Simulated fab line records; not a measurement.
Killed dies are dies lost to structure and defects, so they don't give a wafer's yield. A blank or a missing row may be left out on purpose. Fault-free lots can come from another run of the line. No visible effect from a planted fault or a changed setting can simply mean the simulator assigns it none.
A single fault, viewed from 2 desks || flow n5Finfet || what lay behind the numbers comes last; until then each desk has only its own

## TOOL OWNER'S DESK, rieDiel-03
The tool's own readings at N5_BEOL_M2_TRENCH_ETCH_37 (etches SiOC in C4F6/O2, target depth 55.555 nm, time 29.2 s): means of the sampled wafers that have a number, for each lot that ran on this tool. The brackets show how far a lot's mean lies from the usual mean; more than 4 standard deviations puts the lot out of limits, marked OUT.
Columns: A = C4F6_flow_sccm at N5_BEOL_M2_TRENCH_ETCH_37, usual 10.00 sccm; B = biasW at N5_BEOL_M2_TRENCH_ETCH_37, usual 185.0 W; C = drypumpMotorCurrentA at N5_BEOL_M2_TRENCH_ETCH_37, usual 5.9 A; D = oesProductAu at N5_BEOL_M2_TRENCH_ETCH_37, usual 0.77 a.u.; E = rfVppV at N5_BEOL_M2_TRENCH_ETCH_37, usual 660 V; F = showerheadPlenumPTorr at N5_BEOL_M2_TRENCH_ETCH_37, usual 2.86 Torr; G = throttleValvePct at N5_BEOL_M2_TRENCH_ETCH_37, usual 20.93 %
{"lot": "L613", "first seen here": "day 8 07:22", "A": 10.01, "B": 184.2, "C": 5.7, "D": 0.79, "E": 667, "F": 2.82, "G": 20.68}
{"lot": "L618", "first seen here": "day 9 22:50", "A": 9.98, "B": "156.4 (-49) OUT", "C": 5.7, "D": 0.75, "E": "585 (-4.4) OUT", "F": 2.82, "G": 20.70}
{"lot": "L619", "first seen here": "day 10 05:58", "A": 9.98, "B": "156.3 (-49) OUT", "C": 5.9, "D": 0.72, "E": "573 (-5.1) OUT", "F": 2.81, "G": 20.79}
This desk's verdict: out of limits on L618, L619, starting with L618 at day 9 22:50 (biasW at N5_BEOL_M2_TRENCH_ETCH_37). Within limits: L613.

## AT THE METROLOGY DESK
What the gauges read, lot by lot, whatever tool the lot ran on: means of the sampled wafers that have a number. The brackets show how far a lot's mean lies from the usual mean; more than 4 standard deviations puts the lot out of limits, marked OUT. It has 10 readings; the 7 that lie furthest out on some lot are the ones shown.
Columns: A = DIBL_N at N5_BEOL_M4_RC_MEAS_101, usual 36.6 mV/V; B = DIBL_P at N5_BEOL_M4_RC_MEAS_101, usual 36.5 mV/V; C = ION_N at N5_BEOL_M4_RC_MEAS_101, usual 674 uA/um; D = ION_P at N5_BEOL_M4_RC_MEAS_101, usual 461 uA/um; E = SS_N at N5_BEOL_M4_RC_MEAS_101, usual 71.7 mV/dec; F = SS_P at N5_BEOL_M4_RC_MEAS_101, usual 73.4 mV/dec; G = VT_P at N5_BEOL_M4_RC_MEAS_101, usual -250 mV
{"lot": "L613", "first seen here": "day 9 17:15", "A": 38.3, "B": 38.8, "C": 673, "D": 460, "E": 71.5, "F": 74.1, "G": -252}
{"lot": "L618", "first seen here": "day 11 02:47", "A": 37.8, "B": 38.1, "C": 687, "D": 464, "E": 72.2, "F": 73.7, "G": -253}
{"lot": "L619", "first seen here": "day 11 09:47", "A": 36.3, "B": 35.8, "C": 681, "D": 468, "E": 71.8, "F": 73.2, "G": -249}
{"lot": "L627", "first seen here": "day 12 20:13", "A": 36.2, "B": 36.2, "C": 673, "D": 457, "E": 71.8, "F": 73.3, "G": -251}
Result from this desk: across the 4 lots, nothing is out of limits.

## BROUGHT TOGETHER
At day 9 22:50, on L618, L619, the tool owner's desk was in a position to raise an alarm.
From the metrology desk's view, nothing was out of limits.
The metrology desk has L618, L619 on record, within its limits.
On rieDiel-03, each named lot ran N5_BEOL_M2_TRENCH_ETCH_37.

## WHAT THE SIMULATOR HAD PUT IN
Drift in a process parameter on rieDiel-03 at N5_BEOL_M2_TRENCH_ETCH_37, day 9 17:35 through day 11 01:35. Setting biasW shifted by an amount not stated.
Shown lots that were struck: L618, L619.
How many hours passed from the start of the fault until each desk's first out-of-limits reading: the tool owner's desk, 5.
